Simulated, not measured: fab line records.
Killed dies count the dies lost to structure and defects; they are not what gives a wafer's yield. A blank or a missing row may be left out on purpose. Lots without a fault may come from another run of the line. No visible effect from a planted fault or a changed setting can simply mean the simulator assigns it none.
Problem report, 8D (eight disciplines) form, completed by code -- flow nand-harc -- the parts of the form that need people (team, actions taken, sign-off) are left out

## 1. PROBLEM STATEMENT
Wafers without a fault read 590 W, standard deviation 3.7; rf-fwd-power-W at NHARC_A_STAIRCASE_ETCH_253 reads a mean of 692 W on 4 wafers belonging to 2 lots. Relative to the usual mean, that is a shift of +27 standard deviations.
The step: etches the open film in C4F8/O2, target depth 50 nm, time 20.2 s.
First seen on wafer L170.3, day 20 16:55, on rie-diel-08. Wafers with a number at this step in the record: 33, from 11 lots. Rule for "out" (also "out of limits"): further than 4 standard deviations from the usual mean. The rest of the wafers with a number are treated as sound.

## 2. WHAT IT IS; WHAT IT IS NOT
question,is,is not
which readings at this step,"rf-fwd-power-W, oes-product-au",rf-vpp-V
which lots,"L169, L170","L161, L163, L164, L167, L174, L175, L178, L179, L180"
which wafers of those lots,"L169.3, L169.6, L170.3, L170.5","L169.1, L170.1"
read on which tools,rie-diel-08,"rie-diel-11, rie-diel-13"
when,from day 20 16:55,"up to then (13 sound wafers); but 16 sound wafers of L169, L174, L175, L178, L179, L180 came after"

## 3. THE SUSPECTS, EACH WITH WHAT RULES IT OUT
Counting: if a tool at a process step up to the reading ran every lot that is out, it stays a suspect. Sound lots after the first of them don't rule it out here, since some wafers of a struck lot are sound.
- rie-diel-08 at NHARC_A_STAIRCASE_DESCUM_252 (chemistry O2, time 3 s): kept. It processed each lot that is out (first: L170, day 20 16:47); up to then, its last sound lot is L167 (day 19 04:31).
- rie-diel-08 at NHARC_A_STAIRCASE_ETCH_253 (etches the open film in C4F8/O2, target depth 50 nm, time 20.2 s): kept. It processed each lot that is out (first: L170, day 20 16:55); up to then, its last sound lot is L167 (day 19 04:35). Its own oes-product-au, rf-fwd-power-W readings are out on those wafers.
- In rie-diel-08 at NHARC_A_STAIRCASE_ETCH_253, the wafers that are out were processed in chamber 3 and their sound lot-mates in chambers 1, 2.
What counting leaves: rie-diel-08 at NHARC_A_STAIRCASE_DESCUM_252 and rie-diel-08 at NHARC_A_STAIRCASE_ETCH_253.

## 4. THE CAUSE (what the simulator had put in)
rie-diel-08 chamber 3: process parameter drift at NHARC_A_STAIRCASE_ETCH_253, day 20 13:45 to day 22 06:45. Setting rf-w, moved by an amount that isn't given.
After counting, 2 suspects remain, this tool included.

## 5. SEQUENCE OF EFFECTS, ordered by route
Rows list readings where the struck wafers' mean (over those with a number) sits beyond 3 standard deviations from the usual. Scope: only readings with a usual standard deviation given in the record; hours: median across lots of the time from each lot's start at the first step in this table that gives one to its start at this step; sigmas: change in usual standard deviations.
hours,step,reading,usual,on struck wafers,change,sigmas
0,NHARC_A_STAIRCASE_ETCH_253,oes-product-au,0.953 a.u.,1.042,+0.089,+4.7
0,NHARC_A_STAIRCASE_ETCH_253,rf-fwd-power-W,590 W,692,+102,+27
The process steps in it:
- NHARC_A_STAIRCASE_ETCH_253: etches the open film in C4F8/O2, target depth 50 nm, time 20.2 s.

## 6. HOW IT WOULD HAVE BEEN CAUGHT EARLIER
3 hours passed between the start of the fault at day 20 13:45 and the first reading out of limits in this record, taken at day 20 16:55.
